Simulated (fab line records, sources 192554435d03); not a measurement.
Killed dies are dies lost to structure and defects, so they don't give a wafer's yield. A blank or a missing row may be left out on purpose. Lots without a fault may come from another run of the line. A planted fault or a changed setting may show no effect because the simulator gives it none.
Problem report in the 8D (eight disciplines) form, filled by code | flow n5_finfet | the parts of the form that need people (team, actions taken, sign-off) are left out

1. THE PROBLEM
raw_defect_count at N5_BEOL_M1_INSPECT_59 reads a mean of 1215 on 6 wafers of 2 lots; wafers without a fault read 66 with a standard deviation of 23. That is +50 standard deviations from the usual mean.
The step: inspects for defects (darkfield).
First seen on wafer L462.2, day 8 14:40, on defect_inspect-01. The record holds 27 wafers of 9 lots with a number at this step. Rule for "out", or "out of limits": more than 4 standard deviations from the usual mean. The other wafers with a number count as sound.

2. WHAT IT IS AND WHAT IT IS NOT
question                    | is                                   | is not
which readings at this step | raw_defect_count                     | -
which lots                  | L462, L463                           | L456, L466, L468, L470, L473, L475, L476
which wafers of those lots  | all that have a number               | -
read on which gauges        | defect_inspect-01, defect_inspect-02 | -
when                        | from day 8 14:40                     | up to then (3 sound wafers); but 18 sound wafers of L466, L468, L470, L473, L475, L476 came after

3. SUSPECTS, AND WHAT RULES EACH OUT
Counting: a tool at a process step up to the reading stays a suspect if it ran every lot that is out and no sound lot after the first of them.
- the gauge at N5_BEOL_M1_INSPECT_59: ruled out. The wafers that are out were read on 2 gauges (defect_inspect-01, defect_inspect-02).
- pvd_sputter-03 at N5_BEOL_M1_SPUTTER_90 (material Cu, target thk 4.5 nm, time 8.29 s): kept. It ran every lot that is out, first L462 (day 8 12:46), and no sound lot after that.
- pvd_sputter-03 at N5_BEOL_M1_SPUTTER_96 (material Cu, target thk 4.5 nm, time 8.29 s): kept. It ran every lot that is out, first L462 (day 8 13:26), and no sound lot after that.
- pecvd-01 at N5_BEOL_M1_PRE_CLEAN_56 (time 15 s): kept. It ran every lot that is out, first L462 (day 8 14:32), and no sound lot after that.
Left after counting: pvd_sputter-03 at N5_BEOL_M1_SPUTTER_90, pvd_sputter-03 at N5_BEOL_M1_SPUTTER_96, pecvd-01 at N5_BEOL_M1_PRE_CLEAN_56.

4. THE CAUSE (what the simulator had put in)
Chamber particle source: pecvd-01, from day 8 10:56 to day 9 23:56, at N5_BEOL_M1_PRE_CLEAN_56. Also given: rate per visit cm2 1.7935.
Counting left 3 suspects, and this tool is among them.

5. THE CHAIN OF EFFECTS, in route order
Each row: a reading whose mean over the struck wafers that have a number lies more than 3 standard deviations from the usual. Only readings for which the record gives a usual standard deviation are gone through. hours: the time from each lot's start at the first step in this table that gives one to its start at this step, as a median over the lots. sigmas: the change in usual standard deviations.
hours | step                    | reading              | usual  | on struck wafers | change | sigmas
0     | N5_BEOL_M1_INSPECT_59   | raw_defect_count     | 66     | 1215             | +1149  | +50
2     | N5_BEOL_M2_INSPECT_13   | raw_defect_count     | 386    | 1545             | +1159  | +12
3     | N5_BEOL_M2_INSPECT_30   | raw_defect_count     | 388    | 1550             | +1162  | +13
155   | N5_PASSIVATION_PROBE_49 | defect_limited_yield | 90.9 % | 83.0             | -7.9   | -5.2
155   | N5_PASSIVATION_PROBE_49 | killed_at_M0_to_M3   | 36     | 138              | +102   | +10
155   | N5_PASSIVATION_PROBE_49 | killed_dies          | 108    | 200              | +92    | +5.1
155   | N5_PASSIVATION_PROBE_49 | sort_bin_5_function  | 5.4 %  | 9.9              | +4.5   | +4.5
155   | N5_PASSIVATION_PROBE_49 | sort_n_pass          | 1072   | 980              | -92    | -5.1
155   | N5_PASSIVATION_PROBE_49 | sort_yield_pct       | 90.9 % | 83.0             | -7.9   | -5.2
The process steps in it:
- N5_PASSIVATION_PROBE_49
Later measuring or inspecting steps at which every struck wafer that the step has a row for has a number for every such reading, and none has moved that far: N5_BEOL_M4_RC_MEAS_101.

6. WHAT WOULD HAVE CAUGHT IT SOONER
In this record the first reading out of limits at a measuring or inspecting step was taken at day 8 14:40, 4 hours after the fault began at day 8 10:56.
Of the lots that are out (2), L463 began N5_BEOL_M1_PRE_CLEAN_56 on pecvd-01 after day 8 14:40. A hold on the tool at that time would have spared it.
